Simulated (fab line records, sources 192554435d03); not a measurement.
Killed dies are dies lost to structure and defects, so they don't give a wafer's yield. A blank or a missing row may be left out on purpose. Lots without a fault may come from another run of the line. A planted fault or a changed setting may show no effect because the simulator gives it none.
fab line records | flow n5_finfet
record lots=10 wafers=28 last_day=18
route steps=1938 shown HKMG_FIN@416 BEOL_M4@1111 PASSIVATION@1936
lots that met no fault: from a run of the same line without faults
start_h: hours from the record's first day to the start of the lot's first wafer shown | wait_h: hours since the lot's step before | " the same as in the row above | L1.1+2: a row that stands for several wafers | - no value, or no start given | * or withheld: withheld | < > ~ a bound
route shown NAME@n: a module of which the file shows steps, and the number in the route of the first | usual: mean/standard deviation of fault-free wafers | same: alike in all rows | chamber/n: place in a boat | sites: the reading at each site | _std_site: their standard deviation | _edge_site: outer sites' mean less inner sites' | radius_mm: how far each site lies from the wafer's centre | mask NAME#n: copy n | behind: the tool/chamber that last shaped the wafer | hold: why the lot was held/for how many hours/how that ended | device: the transistor (n, p or np) that didn't switch | end of line: the same wafers' tests at the end of the route | a step without rows: its recipe alone | killed: dies lost to structure and defects at the first sort, not the wafer's yield | map: a wafer's dies, x killed, . not, _ none there
set.NAME: the setting as run; set.NAME@STEP: as run at that earlier step | model.NAME: the simulator's own value behind a step, which no gauge read
steps of the route over a sample of lots; a table a step, a row a wafer
services: from which hour (start_h, from the record's first day; less than 0 if before it) a tool's chamber was out of use, for how many hours, and why
## steps
# step N5_HKMG_FIN_WET_ETCH_65
# recipe chemistry=TMAH temp_c=70 conc_wt_pct=5 target=a-Si stop_on=TiN time_s=49 target_depth_nm=3
# columns lot.wafer tool chamber start_h wait_h
L593.2+5+6 wet_bench-01 3,0,1 77.50 0.0
L594.1+5+6 wet_bench-03 2,3,1 82.85 0.0
L595.1+4+5 wet_bench-01 0,2,5 95.52 0.0
L601.1+4+5 wet_bench-03 3,1,7 125.33 0.0
L606.1+3+4 wet_bench-05 2,0,1 155.46 0.0
L607.3+4+6 wet_bench-03 2,6,1 160.52 0.0
L612.1+5 wet_bench-05 5,0 187.68 0.0
L614.2+3 wet_bench-05 0,3 215.98 0.0
L615.1+4+5 wet_bench-01 3,7,6 222.88 0.0
L616.3+4+5 wet_bench-03 2,3,0 236.35 0.0
# step N5_HKMG_FIN_ALD_36
# recipe material=TiN target_thk_a=10 temp_c=400 ald_precursor_family=TiCl4 ald_co_reactant=NH3 pulse_time_s=1 purge_time_s=3 co_reactant_purge_time_s=2 co_reactant_pulse_time_s=2 ald_cycles=47 pressure_torr=3
# usual heater_power_w=886/95 precursor_pulse_height_rel=0.999/0.02
# columns lot.wafer tool chamber start_h wait_h heater_power_w precursor_pulse_height_rel
L593.2 ald_metal-03 2 77.66 0.1 897 0.994
L593.5 " 0 " " 792 1.027
L593.6 " 2 " " 930 1.014
L594.1 ald_metal-01 0 82.96 0.0 1018 1.007
L594.5 " 3 " " 962 0.981
L594.6 " 2 " " 893 1.005
L595.1 ald_metal-03 2 95.62 0.0 926 0.974
L595.4 " 0 " " 794 0.995
L595.5 " 1 " " 857 0.984
L601.1 ald_metal-04 1 125.44 0.0 781 1.007
L601.4 " 0 " " 1051 1.035
L601.5 " 3 " " 766 0.986
L606.1 ald_metal-04 1 155.57 0.0 784 0.988
L606.3 " 0 " " 1018 1.010
L606.4 " 2 " " 858 1.009
L607.3 ald_metal-01 0 160.62 0.0 999 0.992
L607.4 " 2 " " 872 1.004
L607.6 " 1 " " 844 0.971
L612.1 ald_metal-01 0 187.79 0.0 979 1.012
L612.5 " 3 " " 963 1.010
L614.2 ald_metal-03 1 216.09 0.0 854 1.006
L614.3 " 0 " " 786 0.990
L615.1 ald_metal-04 1 222.99 0.0 796 1.021
L615.4 " 2 " " 897 1.037
L615.5 " 2 " " 873 0.991
L616.3 ald_metal-03 1 236.45 0.0 880 1.021
L616.4 " 0 " " 804 1.006
L616.5 " 3 " " 973 1.001
# step N5_HKMG_FIN_PWFM_ALD_03
# recipe material=TiN target_thk_a=20 temp_c=400 ald_precursor_family=TiCl4 ald_co_reactant=NH3 pulse_time_s=1 purge_time_s=3 co_reactant_purge_time_s=2 co_reactant_pulse_time_s=2 ald_cycles=91 pressure_torr=3
# usual heater_power_w=887/77 precursor_pulse_height_rel=0.999/0.019
# columns lot.wafer tool chamber start_h wait_h heater_power_w precursor_pulse_height_rel
L593.2 ald_metal-03 2 77.98 0.0 906 1.002
L593.5 " 2 " " 949 1.002
L593.6 " 1 " " 856 0.991
L594.1 ald_metal-03 0 83.28 0.0 792 1.011
L594.5 " 2 " " 929 1.006
L594.6 " 0 " " 804 1.000
L595.1 ald_metal-01 3 95.94 0.0 946 1.027
L595.4 " 2 " " 874 0.991
L595.5 " 3 " " 956 0.983
L601.1 ald_metal-03 1 125.76 0.0 854 0.966
L601.4 " 3 " " 916 0.973
L601.5 " 3 " " 949 0.971
L606.1 ald_metal-03 0 155.88 0.0 787 1.007
L606.3 " 3 " " 951 1.007
L606.4 " 2 " " 909 1.008
L607.3 ald_metal-03 1 160.94 0.0 858 1.003
L607.4 " 3 " " 956 1.038
L607.6 " 1 " " 842 1.018
L612.1 ald_metal-04 1 188.11 0.0 784 1.011
L612.5 " 0 " " 1066 0.994
L614.2 ald_metal-01 0 216.41 0.0 1011 0.995
L614.3 " 1 " " 852 1.045
L615.1 ald_metal-01 2 223.31 0.0 871 1.017
L615.4 " 0 " " 993 1.006
L615.5 " 0 " " 962 1.011
L616.3 ald_metal-01 1 236.77 0.0 832 1.008
L616.4 " 2 " " 898 1.018
L616.5 " 2 " " 887 1.003
# step N5_HKMG_FIN_OVL_MEAS_13
# recipe points_per_wafer=44
# usual NWFM_OVL=-0.4/0.62
# columns lot.wafer tool chamber start_h wait_h NWFM_OVL[nm]
L593.2 overlay-02 0 78.72 0.0 0.8
L593.5 " 0 " " -0.3
L593.6 " 0 " " 0.0
L594.1 overlay-01 0 84.15 0.0 -0.7
L594.5 " 0 " " -0.5
L594.6 " 0 " " 0.5
L595.1 overlay-01 0 96.81 0.0 -0.7
L595.4 " 0 " " -0.9
L595.5 " 0 " " -0.7
L601.1 overlay-01 0 126.63 0.0 -0.8
L601.4 " 0 " " -0.7
L601.5 " 0 " " -0.5
L606.1 overlay-02 0 156.63 0.0 -1.0
L606.3 " 0 " " -0.6
L606.4 " 0 " " -1.0
L607.3 overlay-02 0 161.81 0.0 0.5
L607.4 " 0 " " 0.0
L607.6 " 0 " " -0.5
L612.1 overlay-01 0 188.97 0.0 -0.5
L612.5 " 0 " " -0.8
L614.2 overlay-01 0 217.28 0.0 -1.0
L614.3 " 0 " " -0.4
L615.1 overlay-02 0 224.18 0.0 0.5
L615.4 " 0 " " -0.1
L615.5 " 0 " " 0.0
L616.3 overlay-02 0 237.64 0.0 0.2
L616.4 " 0 " " 0.8
L616.5 " 0 " " 0.5
# step N5_HKMG_FIN_INSPECT_14
# recipe mode=adi inspect_instrument=macro
# usual raw_defect_count=2.2/1.4
# columns lot.wafer tool chamber start_h wait_h raw_defect_count
L593.2 defect_inspect-01 - 78.75 0.0 1
L593.5 " - " " 1
L593.6 " - " " 2
L594.1 defect_inspect-01 - 84.17 0.0 3
L594.5 " - " " 2
L594.6 " - " " 3
L595.1 defect_inspect-01 - 96.83 0.0 0
L595.4 " - " " 1
L595.5 " - " " 1
L601.1 defect_inspect-01 - 126.65 0.0 1
L601.4 " - " " 1
L601.5 " - " " 3
L606.1 defect_inspect-01 - 156.65 0.0 2
L606.3 " - " " 4
L606.4 " - " " 3
L607.3 defect_inspect-02 - 161.83 0.0 0
L607.4 " - " " >300
L607.6 " - " " 3
L612.1 defect_inspect-01 - 189.00 0.0 1
L612.5 " - " " 3
L614.2 defect_inspect-01 - 217.30 0.0 2
L614.3 " - " " 2
L615.1 defect_inspect-02 - 224.20 0.0 1
L615.4 " - " " 1
L615.5 " - " " 6
L616.3 defect_inspect-02 - 237.66 0.0 2
L616.4 " - " " 1
L616.5 " - " " 1
# step N5_BEOL_M4_RC_MEAS_101
# usual DIBL_N=36.2/1.5 DIBL_P=36.4/2.1 IOFF_N=0.16/0.031 IOFF_P=0.21/0.037 ION_N=679/11 ION_P=465/7.7 SS_N=71.4/0.55 SS_P=73.2/0.63 VT_N=249/3.3 VT_P=-250/3.4
# columns lot.wafer tool chamber start_h wait_h DIBL_N[mV/V] DIBL_P[mV/V] IOFF_N[nA/um] IOFF_P[nA/um] ION_N[uA/um] ION_P[uA/um] SS_N[mV/dec] SS_P[mV/dec] VT_N[mV] VT_P[mV]
L594.1 prober-02 0 167.58 0.0 35.3 34.8 0.16 0.19 679 465 71.8 73.6 246 -251
L594.5 " 0 " " 39.2 39.8 0.24 0.28 696 470 72.5 74.4 243 -245
L594.6 " 0 " " 34.3 33.7 0.13 0.18 673 456 71.5 72.1 251 -254
L593.2 prober-02 0 171.19 0.2 36.6 38.2 0.15 0.21 675 463 72.2 74.0 249 -253
L593.5 " 0 " " 37.2 38.7 0.17 0.21 677 462 71.7 73.7 247 -252
L593.6 " 0 " " 39.9 40.6 0.22 0.24 694 465 72.0 74.3 244 -250
L595.1 prober-01 0 176.20 0.0 34.9 32.6 0.12 0.14 657 449 71.3 72.2 255 -257
L595.4 " 0 " " 33.9 32.0 0.12 0.14 679 461 71.2 71.5 252 -254
L595.5 " 0 " " 35.2 33.4 0.12 0.16 667 458 72.2 72.7 252 -254
L601.1 prober-01 0 225.21 0.0 36.1 35.9 0.14 0.20 680 464 71.7 72.7 251 -251
L601.4 " 0 " " 34.5 33.3 0.12 0.17 670 462 70.9 72.8 253 -254
L601.5 " 0 " " 35.3 34.8 0.13 0.19 670 464 72.1 73.1 254 -253
L606.1 prober-01 0 253.47 0.0 38.1 37.1 0.21 0.23 688 457 72.2 73.6 243 -248
L606.3 " 0 " " 36.2 34.5 0.17 0.20 685 465 71.8 73.4 244 -252
L606.4 " 0 " " 38.5 36.3 0.20 0.22 688 464 71.9 73.7 248 -250
L607.3 prober-01 0 254.81 0.3 37.4 36.0 0.17 0.22 666 461 72.2 73.8 253 -248
L607.4 " 0 " " 35.4 35.0 0.14 0.20 672 463 71.1 73.4 254 -253
L607.6 " 0 " " 37.1 36.2 0.16 0.22 683 470 72.7 73.7 253 -249
L612.1 prober-02 0 282.72 0.0 34.6 34.6 0.13 0.20 650 458 71.4 72.5 249 -248
L612.5 " 0 " " 35.2 34.7 0.13 0.20 659 460 71.3 72.6 250 -247
L614.2 prober-01 0 308.08 0.2 33.8 33.1 0.12 0.17 663 462 70.7 72.3 251 -253
L614.3 " 0 " " 36.4 36.4 0.17 0.22 692 474 71.4 73.4 245 -247
L615.1 prober-01 0 315.45 0.0 38.0 39.9 0.19 0.26 672 464 71.5 73.8 249 -245
L615.4 " 0 " " 35.9 36.3 0.15 0.20 660 453 71.2 73.0 252 -250
L615.5 " 0 " " 34.6 34.2 0.13 0.17 675 457 71.2 72.9 250 -249
L616.3 prober-02 0 316.51 0.5 35.0 35.3 0.16 0.21 693 463 70.4 73.5 248 -250
L616.4 " 0 " " 36.9 36.5 0.17 0.21 682 467 72.3 74.0 251 -249
L616.5 " 0 " " 37.2 36.8 0.19 0.22 680 465 71.8 74.4 248 -250
# step N5_PASSIVATION_PROBE_49
# usual defect_limited_yield=91.3/1.3 killed_at_M0_to_M3=36/12 killed_at_M4_up=13/4.6 killed_at_contacts=13/5.4 killed_at_front_end=37/10 killed_at_other=3.6/2.9 killed_dies=102/15 killed_open=67/12 killed_short=33/7.5 sort_bin_5_function=5.1/0.93 sort_bin_6_memory=3.2/0.62 sort_n_pass=1078/15 sort_yield_pct=91.3/1.3
# same gross_dies=1180 killed_at_back_side=0 sort_bin_4_leakage[%]=0 sort_bin_8_speed[%]=0
# columns lot.wafer tool chamber start_h wait_h defect_limited_yield[%] killed_at_M0_to_M3 killed_at_M4_up killed_at_contacts killed_at_front_end killed_at_other killed_dies killed_open killed_short sort_bin_5_function[%] sort_bin_6_memory[%] sort_n_pass sort_yield_pct[%]
L607.3 prober-01 - 356.23 0.1 92.3 53 0 8 30 0 91 56 35 4.5 2.7 1089 92.3
L607.4 prober-01 - 356.28 0.2 81.4 45 7 12 154 1 219 63 30 11.7 3.9 961 81.4
L607.6 prober-01 - 356.38 0.3 91.7 59 8 7 23 1 98 56 42 5.4 2.4 1082 91.7
# killed by level:class
L607.3 BEOL_M3:geometric_particle:open=13 BEOL_M2:geometric_particle:open=9 BEOL_M1:geometric_particle:short=9 BEOL_M0_SAQP:geometric_particle:short=8 FIN_SAQP:geometric_particle:open=7 FIN_SAQP:geometric_particle:short=7 BEOL_M1:geometric_particle:open=7 MOL_CONTACT_COAG:geometric_particle:open=6
L607.4 HKMG_FIN:unspecified=125 BEOL_M2:geometric_particle:open=15 BEOL_M3:geometric_particle:open=11 MOL_CONTACT_COAG:geometric_particle:open=9 FIN_SAQP:geometric_particle:short=8 BEOL_M0_SAQP:geometric_particle:short=8 BEOL_M0_SAQP:geometric_particle:open=7 FIN_SAQP:geometric_particle:open=5
L607.6 BEOL_M0_SAQP:geometric_particle:short=17 BEOL_M2:geometric_particle:open=12 FIN_SAQP:geometric_particle:short=11 BEOL_M0_SAQP:geometric_particle:open=9 MOL_CONTACT_COAG:geometric_particle:open=7 FIN_SAQP:geometric_particle:open=5 BEOL_M1:geometric_particle:open=5 BEOL_M3:geometric_particle:open=5
## services
# columns tool chamber start_h hours kind
ald_metal-03 3 59.06 26.7 repair
ald_metal-04 - 65.46 1.3 repair
wet_bench-01 - 81.16 1.9 pm
ald_metal-01 - 178.85 1.1 repair
ald_metal-04 3 184.34 3.5 repair
ald_metal-03 1 191.45 4.2 repair
ald_metal-03 3 192.31 14.3 repair
ald_metal-03 - 200.03 2.8 pm
## key
first_sign step=N5_HKMG_FIN_INSPECT_14 reading=raw_defect_count direction=up sigmas=99+ usual=2.2 struck=>300
effect step=N5_PASSIVATION_PROBE_49 reading=killed_at_front_end direction=up sigmas=11 usual=37 struck=154
more_kills_born_at N5_HKMG_FIN_WET_ETCH_65@wet_bench-03=125
met_at N5_HKMG_FIN_WET_ETCH_65
struck_lots L607
struck_wafers L607.4
not_acting_at N5_HKMG_FIN_ALD_36,N5_HKMG_FIN_PWFM_ALD_03,N5_HKMG_FIN_OVL_MEAS_13
fault kind=chamber_particle_source tool=wet_bench-03 chamber=6 onset_h=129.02 steps=N5_HKMG_FIN_WET_ETCH_65 rate_per_visit_cm2=1.0624 end_h=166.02
